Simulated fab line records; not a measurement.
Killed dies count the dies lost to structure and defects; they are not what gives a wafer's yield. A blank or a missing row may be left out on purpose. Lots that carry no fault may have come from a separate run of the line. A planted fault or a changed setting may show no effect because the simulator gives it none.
A struck lot beside a sound one || flow nand harc || 15 steps out of a route of 1302
Sound: the wafers L501.2, L501.3, L501.6. Struck: wafers L504.3, L504.4, L504.5. The cause comes at the end.
At each step with rows: each side's tool, then ch and its chambers, then its first start. Under that, the readings that differ: sound wafers || struck wafers || difference of the means || sigmas: that difference in standard deviations of wafers without a fault.
alike: readings with means less than 2 such deviations apart, plus words and numbers identical on both sides. not compared: withheld readings, readings lacking a value on some wafer, bounds such as >300 that could conceal the same value, and numbers that have no deviation in the record and whose values overlap.
A row with sigmas, a row that says differs or no value, or rows on one side alone: a step with any of these is where the two part. Numbers that have no deviation but don't overlap get no sigmas and don't part them. Lack of a reading on every wafer of one side parts them only where that side has two or more wafers.

first, 4 steps without rows for these wafers: NHARC_HYBRID_BOND_PRECLEAN_01 (cleans in DIW, time 300 s); NHARC_HYBRID_BOND_SRD_02 (time 30 s, dry time 20 s); NHARC_HYBRID_BOND_BOND_03; NHARC_HYBRID_BOND_ANNEAL_04 (time 7200 s).
NHARC_HYBRID_BOND_OVL_MEAS_05:
  sound: overlay-01 at day 28 20:37; struck: overlay-01 at day 29 21:23
  alike: overlay x nm, overlay y nm
NHARC_HYBRID_BOND_INSPECT_06: inspects for defects (ir void).
  sound: defect inspect-02 at day 28 20:40; struck: defect inspect-02 at day 29 21:26
{"reading": "raw defect count", "sound": "25 22 21", "struck": "96 102 102", "difference": "+77", "sigmas": "+2"}
NHARC_THIN_TSV_GRIND_00:
  sound on grinder-01 ch 0, day 28 21:02; struck on grinder-01 ch 0, day 29 21:59
  alike: motor current A
NHARC_THIN_TSV_CMP_01: polishes.
  sound on cmp-01 ch 0,2, day 28 22:05; struck on cmp-01 ch 1,2, day 29 22:48
  alike: motor current A, slurry filter dp kPa
NHARC_THIN_TSV_THK_MEAS_02: measures by ir.
  sound: film metro-01 at day 28 22:20; struck: film metro-02 at day 29 23:04
  alike: thk nm
then, 3 steps without rows for these wafers: NHARC_THIN_TSV_SRD_03; NHARC_THIN_TSV_PRECLEAN_41 (cleans in SC1); NHARC_THIN_TSV_SRD_42.
NHARC_THIN_TSV_DEP_43: deposits SiO2, target thk 1328.5 nm.
  sound on pecvd-03 ch 0,1,2, day 28 22:38; struck on pecvd-02 ch 0,2, day 29 23:23
  no value came back on the struck wafers for chamber pressure Torr (Torr), flow sccm (sccm), throttle valve pct (%); on the sound wafers chamber pressure Torr (Torr) reads 6.474 6.505 6.527
then, 1 step without rows for these wafers: NHARC_THIN_TSV_DEHYDRATE_04 (time 120 s).
NHARC_END_SORT_01:
  sound on prober-01 ch 0, day 29 15:43; struck on prober-01 ch 0, day 30 16:31
{"reading": "defect limited yield (%)", "sound": "97.2 97.0 96.6", "struck": "0 0 0", "difference": -97, "sigmas": -39}
{"reading": "killed at array", "sound": "16 16 16", "struck": "72 57 52", "difference": "+44", "sigmas": "+3"}
{"reading": "killed at other", "sound": "0 0 0", "struck": "600 611 617", "difference": "+609", "sigmas": "+99 or more"}
{"reading": "killed dies", "sound": "19 20 23", "struck": "677 677 677", "difference": "+656", "sigmas": "+39"}
{"reading": "killed open", "sound": "0 2 5", "struck": "7 9 6", "difference": "+5", "sigmas": "+2"}
  alike: killed at periphery, killed short

WHERE THEY PART
At NHARC_HYBRID_BOND_INSPECT_06 first; at NHARC_END_SORT_01 last (within this record only).

WHY: the cause the simulator had injected
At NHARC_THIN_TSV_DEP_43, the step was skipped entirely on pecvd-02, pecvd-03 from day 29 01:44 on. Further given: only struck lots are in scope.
